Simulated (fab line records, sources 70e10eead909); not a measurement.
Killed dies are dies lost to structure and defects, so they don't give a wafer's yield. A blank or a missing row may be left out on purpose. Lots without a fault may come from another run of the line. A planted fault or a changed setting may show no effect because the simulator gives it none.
fab line records | flow nand_harc
record lots=11 wafers=33 last_day=33
route steps=1302 shown P_M1@302 END@1302
lots that met no fault: from a run of the same line without faults
start_h: hours from the record's first day to the start of the lot's first wafer shown | wait_h: hours since the lot's step before | " the same as in the row above | L1.1+2: a row that stands for several wafers | - no value, or no start given | * or withheld: withheld | < > ~ a bound
route shown NAME@n: a module of which the file shows steps, and the number in the route of the first | usual: mean/standard deviation of fault-free wafers | same: alike in all rows | chamber/n: place in a boat | sites: the reading at each site | _std_site: their standard deviation | _edge_site: outer sites' mean less inner sites' | radius_mm: how far each site lies from the wafer's centre | mask NAME#n: copy n | behind: the tool/chamber that last shaped the wafer | hold: why the lot was held/for how many hours/how that ended | device: the transistor (n, p or np) that didn't switch | end of line: the same wafers' tests at the end of the route | a step without rows: its recipe alone | killed: dies lost to structure and defects at the first sort, not the wafer's yield | map: a wafer's dies, x killed, . not, _ none there
set.NAME: the setting as run; set.NAME@STEP: as run at that earlier step | model.NAME: the simulator's own value behind a step, which no gauge read
steps of the route over a sample of lots; a table a step, a row a wafer
services: from which hour (start_h, from the record's first day; less than 0 if before it) a tool's chamber was out of use, for how many hours, and why
## steps
# step NHARC_P_M1_STRIP_18
# recipe power_w=1000 n2_flow_sccm=150 h2_flow_sccm=150 ar_flow_sccm=0 bias_w=0 chemistry=N2/H2
# usual drypump_motor_current_A=5.7/0.4 h2_flow_sccm=150.0/0.45 n2_flow_sccm=150.0/0.43 oes_product_au=0.999/0.0077 rf_vpp_V=90.6/0.98 showerhead_plenum_p_Torr=2.02/0.079 throttle_valve_pct=14.171/0.0092
# columns lot.wafer tool chamber start_h wait_h drypump_motor_current_A h2_flow_sccm n2_flow_sccm oes_product_au rf_hours_counter_h rf_vpp_V showerhead_plenum_p_Torr throttle_valve_pct
L525.3 rie_diel-07 0 135.45 0.1 5.5 149.5 149.7 0.990 0 91.4 1.94 14.176
L525.5 " 0 " " 5.5 150.2 149.0 0.984 - 90.9 1.94 14.170
L525.6 " 2 " " 6.3 149.6 150.1 0.994 - 90.7 2.05 14.164
L526.2 rie_diel-05 1 137.93 0.1 5.3 150.1 150.6 0.998 5 90.7 1.90 14.154
L526.3 " 2 " " 5.0 149.6 149.7 0.996 4 91.0 2.01 14.176
L526.6 " 3 " " 5.4 150.0 150.2 0.996 - 92.0 2.14 14.179
L528.3 rie_diel-10 2 154.40 0.1 5.2 150.2 150.6 1.000 23 90.5 2.01 14.172
L528.1 " 0 " " 5.7 150.3 149.6 1.006 19 91.3 1.98 14.179
L528.6 " 3 " " 5.5 150.3 149.5 1.000 - 90.7 1.95 14.178
L531.3 rie_diel-07 1 188.01 0.1 6.1 150.3 150.4 1.005 4 91.8 2.17 14.172
L531.1 " 2 " " 6.3 150.8 149.8 1.001 4 88.5 2.05 14.166
L531.2 " 0 " " 5.6 149.5 149.8 0.996 4 89.2 1.94 14.164
L532.3 rie_diel-07 2 194.76 0.1 6.3 149.6 149.3 0.999 5 89.2 2.05 14.197
L532.2 " 3 " " 6.1 149.6 150.0 1.010 5 89.2 1.96 14.164
L532.6 " 0 " " 5.6 149.4 150.0 0.999 - 89.7 1.94 14.177
L540.2 rie_diel-07 1 283.35 0.1 6.1 151.0 149.9 0.985 11 92.0 2.17 14.150
L540.6 " 1 " " 6.1 150.7 150.5 0.992 - 90.1 2.16 14.183
L540.5 " 2 " " 6.3 150.1 150.0 0.995 - 90.6 2.05 14.182
L544.1 rie_diel-10 3 316.34 0.1 5.5 150.7 150.8 1.013 18 88.0 1.93 14.173
L544.4 " 1 " " 5.7 150.7 150.1 0.996 19 90.5 2.06 14.170
L544.6 " 3 " " 5.6 149.0 150.9 1.009 - 89.5 1.93 14.169
L545.2 rie_diel-07 1 324.55 0.1 6.1 149.9 150.4 0.995 3 91.1 2.16 14.168
L545.3 " 2 " " 6.3 149.9 150.0 1.008 3 92.2 2.04 14.192
L545.6 " 0 " " 5.6 150.1 149.9 1.001 - 88.6 1.93 14.179
L546.1 rie_diel-10 0 333.54 0.1 5.7 149.6 150.6 0.992 27 90.7 1.96 14.176
L546.2 " 1 " " 5.7 150.4 149.6 0.991 23 90.1 2.05 14.180
L546.4 " 2 " " 5.2 150.8 149.7 0.993 22 90.1 2.00 14.179
L547.1 rie_diel-10 1 344.01 0.1 5.7 150.5 150.0 1.009 24 91.4 2.05 14.149
L547.2 " 3 " " 5.5 149.5 149.8 1.013 28 90.6 1.93 14.166
L547.6 " 1 " " 5.6 150.1 149.7 0.998 - 88.4 2.05 14.162
L548.2 rie_diel-05 3 357.91 0.1 5.4 150.2 150.6 0.990 9 90.8 2.14 14.187
L548.1 " 0 " " 5.9 150.2 150.3 0.999 9 90.5 2.02 14.173
L548.5 " 2 " " 5.0 150.0 149.6 0.989 - 92.0 2.01 14.164
# step NHARC_P_M1_ETCH_28
# recipe target_depth_a=300 over_etch_frac=0.3 time_s=72.99 ion_energy_ev=150 cf4_flow_sccm=50 n2_flow_sccm=100 ar_flow_sccm=150 rf_w=300 bias_w=100 chemistry=CF4/N2
# usual drypump_motor_current_A=5.7/0.39 n2_flow_sccm=99.9/0.31 oes_product_au=0.999/0.009 rf_vpp_V=313.8/1.8 run_length_s=94.0/0.47 showerhead_plenum_p_Torr=2.61/0.093 throttle_valve_pct=19.793/0.0096
# columns lot.wafer tool chamber start_h wait_h drypump_motor_current_A n2_flow_sccm oes_product_au rf_hours_counter_h rf_vpp_V run_length_s showerhead_plenum_p_Torr throttle_valve_pct
L525.3 rie_diel-07 3 135.76 - 6.1 100.0 1.001 0 313.5 94.4 2.54 19.784
L525.5 " 0 " " 5.5 100.2 0.977 - 311.1 93.6 2.51 19.794
L525.6 " 2 " " 6.3 99.6 0.987 - 314.2 94.1 2.64 19.792
L526.3 rie_diel-05 1 138.13 - 5.2 100.1 0.997 5 309.9 93.7 2.46 19.778
L526.2 " 2 " " 5.0 99.8 1.001 4 312.9 93.5 2.59 19.788
L526.6 " 3 " " 5.4 99.8 1.002 - 315.7 94.7 2.75 19.801
L528.1 rie_diel-10 0 154.65 - 5.7 99.5 1.014 19 312.8 93.9 2.55 19.801
L528.3 " 2 " " 5.2 99.7 0.996 23 313.5 94.9 2.60 19.790
L528.6 " 3 " " 5.6 100.3 0.997 - 311.3 93.8 2.52 19.785
L531.2 rie_diel-07 1 188.25 - 6.1 99.9 0.992 4 317.1 93.3 2.78 19.809
L531.1 " 3 " " 6.1 100.3 1.001 5 311.3 94.4 2.53 19.807
L531.3 " 0 " " 5.6 99.6 0.989 4 313.1 78.6 2.50 19.780
L532.3 rie_diel-07 3 194.96 - 6.1 99.9 1.002 5 314.1 94.5 2.53 19.796
L532.2 " 0 " " 5.5 99.9 0.996 4 312.0 78.5 2.50 19.795
L532.6 " 1 " " 6.1 99.7 0.989 - 314.6 93.4 2.78 19.778
L540.2 rie_diel-07 2 283.59 - 6.3 100.0 0.991 13 314.8 94.7 2.63 19.805
L540.6 " 2 " " 6.3 100.7 1.005 - 314.7 94.2 2.63 19.798
L540.5 " 3 " " 6.1 100.4 1.006 - 312.0 94.6 2.53 19.791
L544.4 rie_diel-10 1 316.56 - 5.7 100.0 0.994 19 314.5 93.4 2.64 19.802
L544.1 " 3 " " 5.5 100.1 1.008 18 312.3 94.2 2.50 19.785
L544.6 " 1 " " 5.7 100.0 1.004 - 314.8 93.5 2.64 19.800
L545.3 rie_diel-07 1 324.80 - 6.1 100.1 0.993 3 316.5 93.5 2.77 19.785
L545.2 " 0 " " 5.6 100.3 0.987 1 311.0 93.5 2.50 19.797
L545.6 " 1 " " 6.1 100.1 1.003 - 317.0 93.4 2.77 19.780
L546.4 rie_diel-10 0 333.76 - 5.7 99.4 0.994 27 313.1 94.1 2.53 19.796
L546.1 " 1 " " 5.6 99.5 1.004 23 313.6 93.5 2.64 19.794
L546.2 " 3 " " 5.5 100.1 1.012 25 313.1 94.1 2.50 19.802
L547.2 rie_diel-10 2 344.23 - 5.2 100.1 0.998 26 315.6 94.9 2.57 19.782
L547.1 " 3 " " 5.6 99.6 1.013 28 313.3 93.9 2.50 19.779
L547.6 " 1 " " 5.7 100.0 1.007 - 313.7 93.6 2.64 19.799
L548.2 rie_diel-05 3 358.18 - 5.4 100.1 0.998 9 315.5 94.4 2.74 19.794
L548.1 " 0 " " 5.9 99.5 1.005 9 314.3 93.8 2.60 19.787
L548.5 " 3 " " 5.5 99.9 1.001 - 315.2 94.2 2.74 19.793
# step NHARC_P_M1_DEGAS_29
# recipe temp_c=250 time_s=60
# usual heater_power_w=334/20
# columns lot.wafer tool chamber start_h wait_h heater_power_w
L525.3 pvd_sputter-01 - 136.18 - 324
L525.6 " - " " 332
L525.5 " - " " 355
L526.2 pvd_sputter-02 - 138.52 - 345
L526.3 " - " " 351
L526.6 " - " " 336
L528.1 pvd_sputter-01 - 155.04 - 320
L528.3 " - " " 325
L528.6 " - " " 323
L531.3 pvd_sputter-03 - 188.67 - 321
L531.1 " - " " 296
L531.2 " - " " 310
L532.2 pvd_sputter-01 - 195.36 - 316
L532.3 " - " " 342
L532.6 " - " " 375
L540.2 pvd_sputter-01 - 284.00 - 303
L540.5 " - " " 332
L540.6 " - " " 370
L544.4 pvd_sputter-01 - 316.96 - 303
L544.1 " - " " 333
L544.6 " - " " 302
L545.2 pvd_sputter-01 - 325.21 - 299
L545.3 " - " " 370
L545.6 " - " " 326
L546.1 pvd_sputter-01 - 334.17 - 303
L546.2 " - " " 308
L546.4 " - " " 335
L547.1 pvd_sputter-02 - 344.64 - 329
L547.2 " - " " 360
L547.6 " - " " 342
L548.1 pvd_sputter-01 - 358.60 - 321
L548.2 " - " " 380
L548.5 " - " " 302
# step NHARC_P_M1_THK_MEAS_24
# recipe thk_meas_gauge=xrf
# usual thk_nm=158.0/1.6
# columns lot.wafer tool chamber start_h wait_h thk_nm
L525.3 film_metro-01 - 137.56 - 159.0
L525.5 " - " " 159.3
L525.6 " - " " 159.1
L526.2 film_metro-01 - 139.91 - 158.4
L526.3 " - " " 159.7
L526.6 " - " " 161.3
L528.1 film_metro-02 - 156.43 - 158.3
L528.3 " - " " 157.0
L528.6 " - " " 156.3
L531.1 film_metro-01 - 190.06 - 158.3
L531.2 " - " " 158.3
L531.3 " - " " 157.7
L532.2 film_metro-02 - 196.75 - 158.0
L532.3 " - " " 158.5
L532.6 " - " " 158.9
L540.2 film_metro-01 - 285.38 - 156.7
L540.5 " - " " 159.1
L540.6 " - " " 157.1
L544.1 film_metro-01 - 318.36 - 156.8
L544.4 " - " " 156.5
L544.6 " - " " 156.8
L545.2 film_metro-02 - 326.61 - 159.1
L545.3 " - " " 157.3
L545.6 " - " " 158.5
L546.1 film_metro-02 - 335.56 - 156.7
L546.2 " - " " 157.2
L546.4 " - " " 156.5
L547.1 film_metro-01 - 346.02 - 159.5
L547.2 " - " " 157.5
L547.6 " - " " 158.9
L548.1 film_metro-02 - 359.98 - 159.1
L548.2 " - " " 156.3
L548.5 " - " " 156.3
# step NHARC_END_SORT_01
# recipe temp_c=25
# usual defect_limited_yield=92.5/2.5 killed_at_array=46/16 killed_at_other=0.9/1.3 killed_at_periphery=4.1/3 killed_dies=51/17 killed_open=3.5/1.8 killed_short=2.5/1.8 sort_bin_2_pct=2.6/1.1 sort_bin_3_pct=0.6/0.37 sort_bin_4_pct=4.4/1.4 sort_n_pass=626/17 sort_rim_yield_pct=88/4.6 sort_yield_pct=92.5/2.5
# same gross_dies=677 sort_bin_5_pct[%]=0 sort_bin_6_pct[%]=0 sort_bin_7_pct[%]=0 sort_bin_8_pct[%]=0 sort_rim_n_gross=106.00
# columns lot.wafer tool chamber start_h wait_h defect_limited_yield[%] killed_at_array killed_at_other killed_at_periphery killed_dies killed_open killed_short sort_bin_2_pct[%] sort_bin_3_pct[%] sort_bin_4_pct[%] sort_n_pass sort_rim_yield_pct[%] sort_yield_pct[%]
L526.2 prober-01 0 572.01 2.8 87.6 81 1 2 84 5 1 4.4 1.0 6.9 593 83 87.6
L526.3 prober-01 0 572.82 3.1 89.2 72 0 1 73 3 1 4.3 1.3 5.2 604 89 89.2
L526.6 prober-01 0 575.24 4.0 89.5 66 0 5 71 4 2 3.7 0.3 6.5 606 84 89.5
L528.1 prober-01 0 580.01 2.5 92.3 45 0 7 52 4 0 2.7 0.6 4.4 625 88 92.3
L528.3 prober-01 0 581.62 3.1 93.6 34 2 7 43 8 3 2.5 0.3 3.5 634 88 93.6
L528.6 prober-01 0 584.03 4.0 93.4 43 2 0 45 4 1 2.2 0.6 3.8 632 87 93.4
L525.3 prober-02 0 581.60 3.1 96.3 18 3 4 25 4 1 1.3 0.1 2.2 652 97 96.3
L525.5 prober-02 0 583.20 3.7 92.9 36 1 11 48 5 4 1.9 0.4 4.7 629 91 92.9
L525.6 prober-02 0 583.99 4.0 93.6 32 1 10 43 7 3 1.6 0.1 4.6 634 86 93.6
L531.1 prober-01 0 636.60 2.5 94.5 37 0 0 37 6 2 1.9 0.1 3.4 640 93 94.5
L531.2 prober-01 0 637.38 2.8 96.5 21 0 3 24 3 1 1.3 0.1 2.1 653 94 96.5
L531.3 prober-01 0 638.17 3.1 94.2 38 1 0 39 5 5 1.9 0 3.8 638 92 94.2
L532.2 prober-02 0 643.20 2.8 94.8 34 0 1 35 1 2 1.6 0.1 3.4 642 88 94.8
L532.3 prober-02 0 644.01 3.1 93.4 44 0 1 45 5 4 2.1 0.6 4.0 632 91 93.4
L532.6 prober-02 0 646.44 4.0 94.7 34 0 2 36 1 3 1.6 0.4 3.2 641 90 94.7
L540.2 prober-01 0 706.46 2.8 92.8 46 0 3 49 4 2 3.2 0.4 3.5 628 93 92.8
L540.5 prober-01 0 708.88 3.7 93.2 38 0 8 46 6 4 1.0 0.6 5.2 631 88 93.2
L540.6 prober-01 0 709.69 4.0 94.5 36 0 1 37 0 6 1.2 0.3 4.0 640 94 94.5
L545.2 prober-01 0 762.69 2.8 91.0 54 2 5 61 2 2 3.4 1.3 4.3 616 83 91.0
L545.3 prober-01 0 763.50 3.1 90.3 59 0 7 66 3 8 4.1 0.7 4.9 611 84 90.3
L545.6 prober-01 0 765.92 4.0 89.1 65 2 7 74 5 1 4.0 1.3 5.6 603 83 89.1
L544.1 prober-01 0 770.71 2.5 93.4 40 0 5 45 7 2 1.9 0.4 4.3 632 89 93.4
L544.4 prober-01 0 773.12 3.4 94.2 36 0 3 39 1 2 1.0 0.3 4.4 638 90 94.2
L544.6 prober-01 0 774.73 4.0 93.4 43 0 2 45 3 2 1.0 0 5.6 632 91 93.4
L546.1 prober-02 0 783.11 2.5 91.7 46 2 8 56 3 5 3.5 0.9 3.8 621 89 91.7
L546.2 prober-02 0 783.91 2.8 91.6 43 5 9 57 3 5 2.7 0.7 5.0 620 86 91.6
L546.4 prober-02 0 785.49 3.4 90.0 60 2 6 68 3 6 4.0 0.3 5.8 609 83 90.0
L547.1 prober-01 0 783.14 2.5 91.9 53 0 2 55 4 3 3.2 0.9 4.0 622 81 91.9
L547.2 prober-01 0 783.93 2.8 90.8 54 3 5 62 4 3 2.7 0.9 5.6 615 84 90.8
L547.6 prober-01 0 787.12 4.0 92.5 49 1 1 51 1 5 2.5 0.6 4.4 626 88 92.5
L548.1 prober-01 0 790.91 2.5 93.6 36 2 5 43 0 7 1.6 0.3 4.4 634 87 93.6
L548.2 prober-01 0 791.72 2.8 92.3 51 0 1 52 2 1 4.0 0.4 3.2 625 90 92.3
L548.5 prober-01 0 794.13 3.7 92.2 50 0 3 53 5 4 2.1 0.6 5.2 624 90 92.2
# killed by level:class
L526.2 A_CHANNEL_HOLE_D2:chamber_film_flake=31 A_SLIT:chamber_film_flake=22 A_CHANNEL_HOLE_D1:chamber_film_flake=14 A_ONON_D1:geometric_particle:open=3 A_ZERO_WELL:chamber_film_flake=3 A_CONTACT:chamber_film_flake=3 P_GATE:geometric_particle:open=1 A_ONON_D2:geometric_particle:short=1
L526.3 A_CHANNEL_HOLE_D2:chamber_film_flake=25 A_SLIT:chamber_film_flake=25 A_CHANNEL_HOLE_D1:chamber_film_flake=16 A_WL_FILL:chamber_film_flake=2 P_CONTACT:geometric_particle:open=1 A_SOURCE_PLATE:geometric_particle:short=1 A_SOURCE_PLATE:geometric_particle:open=1 A_M0:geometric_particle:open=1
L526.6 A_SLIT:chamber_film_flake=26 A_CHANNEL_HOLE_D1:chamber_film_flake=13 A_CHANNEL_HOLE_D2:chamber_film_flake=11 A_CONTACT:unspecified=3 P_ZERO_WELL:chamber_film_flake=2 P_M1:chamber_film_flake=2 A_CONTACT:chamber_film_flake=2 A_CHANNEL_FILL_D1:geometric_particle:short=1
L528.1 A_SLIT:chamber_film_flake=27 A_CHANNEL_HOLE_D2:chamber_film_flake=7 P_CONTACT:chamber_film_flake=3 A_CHANNEL_HOLE_D1:chamber_film_flake=3 A_STAIRCASE:chamber_film_flake=3 A_CONTACT:chamber_film_flake=3 P_M0:geometric_particle:open=2 P_CONTACT:geometric_particle:open=1
L525.3 A_CHANNEL_HOLE_D2:chamber_film_flake=6 A_STAIRCASE:chamber_film_flake=3 THIN_TSV:chamber_film_flake=3 P_M1:chamber_film_flake=2 P_BONDPAD:chamber_film_flake=2 A_SOURCE_PLATE:geometric_particle:open=1 A_ONON_D1:geometric_particle:open=1 A_WL_FILL:geometric_particle:open=1
L528.3 A_SLIT:chamber_film_flake=13 A_CHANNEL_HOLE_D2:chamber_film_flake=6 P_CONTACT:chamber_film_flake=4 P_CONTACT:geometric_particle:open=2 A_DECK1_JOINT:geometric_particle:open=2 A_CONTACT:chamber_film_flake=2 THIN_TSV:chamber_film_flake=2 A_ONON_D1:geometric_particle:short=1
L525.5 A_CHANNEL_HOLE_D2:chamber_film_flake=7 A_STAIRCASE:chamber_film_flake=6 A_CONTACT:chamber_film_flake=5 P_M1:chamber_film_flake=4 P_BONDPAD:chamber_film_flake=4 A_CHANNEL_FILL_D1:chamber_film_flake=3 A_WL_FILL:chamber_film_flake=3 A_ONON_D1:geometric_particle:open=2
L525.6 A_CHANNEL_HOLE_D2:chamber_film_flake=11 A_STAIRCASE:chamber_film_flake=6 A_CONTACT:chamber_film_flake=4 P_BONDPAD:chamber_film_flake=3 P_CONTACT:geometric_particle:open=2 A_CONTACT:geometric_particle:open=2 P_M1:chamber_film_flake=2 P_M1:geometric_particle:open=1
L528.6 A_SLIT:chamber_film_flake=18 A_CHANNEL_HOLE_D2:chamber_film_flake=12 A_STAIRCASE:chamber_film_flake=4 A_CHANNEL_HOLE_D1:chamber_film_flake=2 THIN_TSV:chamber_film_flake=2 A_DECK1_JOINT:geometric_particle:open=1 A_STAIRCASE:geometric_particle:open=1 A_WL_FILL:geometric_particle:short=1
L531.1 A_CHANNEL_HOLE_D2:chamber_film_flake=11 A_CONTACT:chamber_film_flake=6 A_BLC:chamber_film_flake=6 A_CHANNEL_HOLE_D1:chamber_film_flake=3 A_M0:geometric_particle:open=2 A_ZERO_WELL:chamber_film_flake=2 A_DECK1_JOINT:geometric_particle:short=1 A_DECK1_JOINT:geometric_particle:open=1
L531.2 A_CHANNEL_HOLE_D2:chamber_film_flake=7 A_CONTACT:chamber_film_flake=5 P_ZERO_WELL:chamber_film_flake=2 A_BLC:chamber_film_flake=2 P_CONTACT:geometric_particle:open=1 A_ONON_D2:geometric_particle:open=1 A_WL_FILL:geometric_particle:short=1 A_WL_FILL:geometric_particle:open=1
L531.3 A_CHANNEL_HOLE_D2:chamber_film_flake=14 A_CONTACT:chamber_film_flake=7 A_BLC:chamber_film_flake=4 A_DECK1_JOINT:geometric_particle:short=2 A_M0:geometric_particle:open=2 A_ZERO_WELL:chamber_film_flake=2 A_ONON_D1:geometric_particle:short=1 A_ONON_D2:geometric_particle:open=1
L532.2 A_CHANNEL_HOLE_D2:chamber_film_flake=22 A_STAIRCASE:chamber_film_flake=5 A_CHANNEL_HOLE_D1:chamber_film_flake=2 P_STI:geometric_particle:short=1 A_WL_FILL:geometric_particle:short=1 A_WL_FILL:geometric_particle:open=1 A_DECK1_JOINT:chamber_film_flake=1 A_SLIT:chamber_film_flake=1
L532.3 A_CHANNEL_HOLE_D2:chamber_film_flake=32 A_M0:geometric_particle:open=2 P_CONTACT:geometric_particle:short=1 A_SOURCE_PLATE:geometric_particle:open=1 A_CHANNEL_HOLE_D2:geometric_particle:short=1 A_CHANNEL_FILL_D2:geometric_particle:open=1 A_CHANNEL_FILL_D2:geometric_particle:short=1 A_CONTACT:geometric_particle:open=1
L532.6 A_CHANNEL_HOLE_D2:chamber_film_flake=22 A_CHANNEL_HOLE_D1:chamber_film_flake=3 A_STAIRCASE:chamber_film_flake=3 P_GATE:geometric_particle:short=1 A_DECK1_JOINT:geometric_particle:short=1 A_ONON_D2:geometric_particle:short=1 A_CONTACT:geometric_particle:open=1 P_M2:chamber_film_flake=1
L540.2 A_CHANNEL_HOLE_D2:chamber_film_flake=18 A_CHANNEL_HOLE_D1:chamber_film_flake=10 A_SLIT:chamber_film_flake=5 P_ZERO_WELL:chamber_film_flake=2 A_CHANNEL_FILL_D2:chamber_film_flake=2 A_SGD_CUT:chamber_film_flake=2 A_CONTACT:chamber_film_flake=2 A_ONON_D1:geometric_particle:open=1
L540.5 A_CHANNEL_HOLE_D2:chamber_film_flake=19 P_GATE:chamber_film_flake=6 A_CHANNEL_HOLE_D1:chamber_film_flake=3 A_SLIT:chamber_film_flake=3 A_WL_FILL:geometric_particle:short=2 P_GATE:geometric_particle:open=1 A_ONON_D1:geometric_particle:short=1 A_CHANNEL_HOLE_D1:geometric_particle:open=1
L540.6 A_CHANNEL_HOLE_D2:chamber_film_flake=17 A_CHANNEL_HOLE_D1:chamber_film_flake=8 A_STAIRCASE:chamber_film_flake=3 A_WL_FILL:geometric_particle:short=2 A_CONTACT:chamber_film_flake=2 P_GATE:geometric_particle:short=1 A_ONON_D1:geometric_particle:short=1 A_CHANNEL_FILL_D1:geometric_particle:short=1
L545.2 A_CHANNEL_HOLE_D2:chamber_film_flake=19 A_SLIT:chamber_film_flake=19 A_CHANNEL_HOLE_D1:chamber_film_flake=8 A_CONTACT:chamber_film_flake=3 P_CONTACT:chamber_film_flake=2 THIN_TSV:chamber_film_flake=2 A_ONON_D1:geometric_particle:open=1 A_CHANNEL_FILL_D1:geometric_particle:short=1
L545.3 A_SLIT:chamber_film_flake=24 A_CHANNEL_HOLE_D2:chamber_film_flake=15 A_CHANNEL_HOLE_D1:chamber_film_flake=4 P_ZERO_WELL:chamber_film_flake=3 A_DECK1_JOINT:geometric_particle:short=2 P_GATE:chamber_film_flake=2 A_STAIRCASE:chamber_film_flake=2 A_CONTACT:chamber_film_flake=2
L545.6 A_CHANNEL_HOLE_D2:chamber_film_flake=33 A_SLIT:chamber_film_flake=21 A_CHANNEL_HOLE_D1:chamber_film_flake=4 P_CONTACT:chamber_film_flake=4 A_BLC:geometric_particle:open=2 P_GATE:chamber_film_flake=2 THIN_TSV:chamber_film_flake=2 P_M0:geometric_particle:open=1
L544.1 A_CHANNEL_HOLE_D1:chamber_film_flake=10 A_CONTACT:chamber_film_flake=10 A_SLIT:chamber_film_flake=6 A_CHANNEL_FILL_D2:chamber_film_flake=3 P_GATE:geometric_particle:open=2 A_SGD_CUT:geometric_particle:open=2 P_GATE:chamber_film_flake=2 A_ZERO_WELL:chamber_film_flake=2
L544.4 A_CHANNEL_HOLE_D1:chamber_film_flake=9 A_SLIT:chamber_film_flake=7 A_CONTACT:chamber_film_flake=6 A_ZERO_WELL:chamber_film_flake=4 A_CHANNEL_FILL_D2:chamber_film_flake=3 P_ZERO_WELL:chamber_film_flake=2 A_CHANNEL_FILL_D1:chamber_film_flake=2 A_WL_FILL:chamber_film_flake=2
L544.6 A_CHANNEL_HOLE_D1:chamber_film_flake=9 A_CONTACT:chamber_film_flake=9 A_SLIT:chamber_film_flake=7 A_ZERO_WELL:chamber_film_flake=5 A_CHANNEL_HOLE_D2:chamber_film_flake=3 A_WL_FILL:geometric_particle:short=2 P_GATE:chamber_film_flake=2 A_STAIRCASE:chamber_film_flake=2
L546.1 A_SLIT:chamber_film_flake=28 P_STI:chamber_film_flake=4 A_CONTACT:chamber_film_flake=4 A_M0:chamber_film_flake=3 A_STAIRCASE:chamber_film_flake=3 P_CONTACT:geometric_particle:short=2 A_CHANNEL_FILL_D1:geometric_particle:short=2 THIN_TSV:chamber_film_flake=2
L547.1 A_CHANNEL_HOLE_D2:chamber_film_flake=14 A_STAIRCASE:chamber_film_flake=11 A_SLIT:chamber_film_flake=9 A_CONTACT:chamber_film_flake=6 A_CHANNEL_HOLE_D1:chamber_film_flake=4 A_ONON_D2:geometric_particle:open=2 A_CHANNEL_FILL_D2:geometric_particle:short=2 P_ZERO_WELL:chamber_film_flake=2
L546.2 A_SLIT:chamber_film_flake=21 A_M0:chamber_film_flake=7 A_CONTACT:chamber_film_flake=4 THIN_TSV:chamber_film_flake=4 P_STI:chamber_film_flake=3 A_CHANNEL_HOLE_D1:unspecified=3 A_DECK1_JOINT:chamber_film_flake=2 A_STAIRCASE:chamber_film_flake=2
L547.2 A_CHANNEL_HOLE_D2:chamber_film_flake=20 A_CHANNEL_HOLE_D1:chamber_film_flake=11 A_STAIRCASE:chamber_film_flake=8 A_SLIT:chamber_film_flake=7 THIN_TSV:chamber_film_flake=3 P_M0:geometric_particle:open=2 A_ZERO_WELL:chamber_film_flake=2 P_M0:geometric_particle:short=1
L546.4 A_SLIT:chamber_film_flake=31 A_CONTACT:chamber_film_flake=13 A_M0:chamber_film_flake=4 A_SOURCE_PLATE:geometric_particle:short=2 A_WL_FILL:geometric_particle:short=2 P_ZERO_WELL:chamber_film_flake=2 P_CONTACT:chamber_film_flake=2 THIN_TSV:chamber_film_flake=2
L547.6 A_CHANNEL_HOLE_D2:chamber_film_flake=26 A_CHANNEL_HOLE_D1:chamber_film_flake=6 A_STAIRCASE:chamber_film_flake=6 A_SLIT:chamber_film_flake=3 A_WL_FILL:geometric_particle:short=2 P_M0:geometric_particle:short=1 A_CHANNEL_FILL_D2:geometric_particle:short=1 A_STAIRCASE:geometric_particle:short=1
L548.1 A_CHANNEL_HOLE_D2:chamber_film_flake=16 A_SLIT:chamber_film_flake=7 A_CONTACT:chamber_film_flake=6 P_ZERO_WELL:chamber_film_flake=3 A_WL_FILL:geometric_particle:short=2 THIN_TSV:chamber_film_flake=2 P_M0:geometric_particle:short=1 P_M1:geometric_particle:short=1
L548.2 A_CHANNEL_HOLE_D2:chamber_film_flake=25 A_SLIT:chamber_film_flake=8 A_CONTACT:chamber_film_flake=7 A_STAIRCASE:chamber_film_flake=6 A_ONON_D1:geometric_particle:open=2 P_CONTACT:geometric_particle:short=1 A_CHANNEL_HOLE_D1:chamber_film_flake=1 A_SGD_CUT:chamber_film_flake=1
L548.5 A_CHANNEL_HOLE_D2:chamber_film_flake=29 A_CONTACT:chamber_film_flake=5 A_ONON_D2:geometric_particle:short=3 A_STAIRCASE:chamber_film_flake=3 A_M0:geometric_particle:open=2 A_DECK1_JOINT:chamber_film_flake=2 A_SGD_CUT:chamber_film_flake=2 P_GATE:geometric_particle:short=1
## services
# columns tool chamber start_h hours kind
rie_diel-07 - 117.60 9.0 pm
rie_diel-07 - 127.19 1.3 repair
rie_diel-07 1 130.04 6.4 repair
rie_diel-07 0 152.47 3.9 repair
pvd_sputter-03 - 170.00 10.0 pm
pvd_sputter-01 - 171.40 5.8 repair
rie_diel-10 1 191.63 15.1 repair
rie_diel-05 1 191.70 11.5 repair
pvd_sputter-02 - 198.26 3.9 repair
rie_diel-07 3 225.57 2.3 repair
pvd_sputter-01 - 226.01 10.0 pm
rie_diel-05 - 229.60 9.0 pm
pvd_sputter-01 - 240.16 9.6 repair
rie_diel-10 - 243.03 9.0 pm
rie_diel-07 1 248.96 11.9 repair
rie_diel-10 3 269.87 10.4 repair
rie_diel-05 1 279.08 90.3 repair
pvd_sputter-02 - 282.00 10.0 pm
rie_diel-07 - 285.05 0.3 repair
rie_diel-10 0 288.30 1.9 repair
rie_diel-07 - 294.90 9.0 pm
rie_diel-07 0 314.04 8.0 repair
rie_diel-07 3 324.45 5.9 repair
rie_diel-10 1 335.38 6.3 repair
## key
first_sign step=NHARC_P_M1_ETCH_28 reading=run_length_s direction=down sigmas=33 usual=* struck=*
effect none on later readings
met_at NHARC_P_M1_ETCH_28
struck_lots L531,L532
struck_wafers L531.3,L532.2
not_acting_at NHARC_P_M1_STRIP_18,NHARC_P_M1_DEGAS_29,NHARC_P_M1_THK_MEAS_24
onset_between 135.76 188.25
fault kind=process_parameter_drift tool=rie_diel-07 chamber=0 onset_h=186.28 steps=NHARC_P_M1_ETCH_28 channel=time_s offset=* shape=step end_h=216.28 acts_in=* stated=*
